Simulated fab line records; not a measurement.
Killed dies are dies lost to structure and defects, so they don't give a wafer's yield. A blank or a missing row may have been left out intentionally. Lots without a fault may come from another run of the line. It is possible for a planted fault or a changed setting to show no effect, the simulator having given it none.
A lot that was struck, set against a sound lot / flow nand harc / 15 steps out of a route of 1159
Sound: the wafers L493.1, L493.3, L493.5. Wafers L504.1, L504.5, L504.6 were the ones struck. The cause is given at the end.
For every step that has rows: the tool of each side, followed by ch and its chambers, followed by its first start. Under that, the readings that differ: sound wafers / struck wafers / difference of the means / sigmas: that difference in standard deviations of wafers without a fault.
alike: words and numbers the same on both sides, and readings whose means are apart by under 2 such deviations; not compared: readings that were withheld, readings missing a value for some wafer, numbers with overlapping values and no deviation given by the record, and bounds like >300 which may hide the same value.
The two part at a step that has a row with sigmas, a row that says differs or no value, or rows on one side only. Non-overlapping numbers with no deviation appear without sigmas and do not part them. A reading missing from all wafers of one side parts the sides only when that side holds two or more wafers.

first, 2 steps without rows for these wafers: NHARC_A_CONTACT_ETCH_48 (etches the open film in CF4, target depth 39 nm, time 65 s); NHARC_A_CONTACT_ETCH_49 (etches the open film in N2/H2, target depth 260 nm, time 475.3 s).
NHARC_A_CONTACT_ETCH_50: etches the open film in CF4/CHF3, target depth 84.7 nm, time 42.4 s.
  sound: rie diel-08 ch 0,1,2; struck: rie diel-11 ch 1,2,3
  alike: bias w, cf4 flow sccm, drypump motor current A, oes product au, rf vpp V, showerhead plenum p Torr, throttle valve pct
  not compared: rf hours counter h
then, 1 step without rows for these wafers: NHARC_A_CONTACT_ETCH_51 (etches the open film in O2/COS, target depth 3600 nm, time 936 s).
NHARC_A_CONTACT_ETCH_111: etches the open film in C4F8/O2/Ar, time 140 s, target depth 700 nm.
  sound on har cap etch-01 ch 0,1, day 16 23:42; struck on har cap etch-01 ch 0,1, day 19 12:34
  alike: chamber pressure mTorr, oes air line au
  not compared: rf hours counter h
then, 3 steps without rows for these wafers: NHARC_A_CONTACT_ETCH_112 (etches the open film in C4F8/O2/Ar, time 94 s, target depth 922 nm); NHARC_A_CONTACT_ETCH_113 (etches the open film in C4F8/O2/Ar, time 94 s, target depth 922 nm); NHARC_A_CONTACT_ETCH_114 (etches the open film in C4F8/O2/Ar, time 94 s, target depth 922 nm).
NHARC_A_CONTACT_ETCH_115: etches the open film in C4F8/O2/Ar, time 94 s, target depth 922 nm.
  sound on har cap etch-01 ch 0,1, day 17 00:10; struck on har cap etch-01 ch 0,1, day 19 13:01
  alike: chamber pressure mTorr, oes air line au
  not compared: rf hours counter h
then, 2 steps without rows for these wafers: NHARC_A_CONTACT_ETCH_116 (etches the open film in C4F8/O2/Ar, time 94 s, target depth 922 nm); NHARC_A_CONTACT_ETCH_117 (etches the open film in C4F8/O2/Ar, time 94 s, target depth 922 nm).
NHARC_A_CONTACT_ETCH_118: etches the open film in C4F8/O2/Ar, time 94 s, target depth 922 nm.
  sound on har cap etch-01 ch 0,1, day 17 00:26; struck on har cap etch-01 ch 0,1, day 19 13:18
  alike: chamber pressure mTorr, oes air line au
  not compared: rf hours counter h
NHARC_A_CONTACT_ETCH_119: etches the open film in C4F8/O2/Ar, time 94 s, target depth 922 nm.
  sound on har cap etch-01 ch 0,1, day 17 00:31; struck on har cap etch-01 ch 0,1, day 19 13:23
  no value came back on the struck wafers for chamber pressure mTorr (mTorr), oes air line au (a.u.); on the sound wafers chamber pressure mTorr (mTorr) reads 20.001 19.992 19.979
  not compared: rf hours counter h
NHARC_A_CONTACT_ETCH_120: etches the open film in C4F8/O2/Ar, time 94 s, target depth 922 nm.
  sound on har cap etch-01 ch 0,1, day 17 00:37; struck on har cap etch-01 ch 0,1, day 19 13:29
  alike: chamber pressure mTorr, oes air line au
  not compared: rf hours counter h
-- record jumps: 3 days between struck wafers' starts before vs after; left off in module A_CONTACT, resumes in module END, first step shown is number 1159 of the route --
NHARC_END_SORT_01:
  here the record holds rows for the struck wafers (prober-02 ch 0, day 22 10:41) but none for the sound ones

WHERE THEY PART
At NHARC_A_CONTACT_ETCH_119 first; at NHARC_END_SORT_01 last (within this record only).

WHY: what had been put in by the simulator
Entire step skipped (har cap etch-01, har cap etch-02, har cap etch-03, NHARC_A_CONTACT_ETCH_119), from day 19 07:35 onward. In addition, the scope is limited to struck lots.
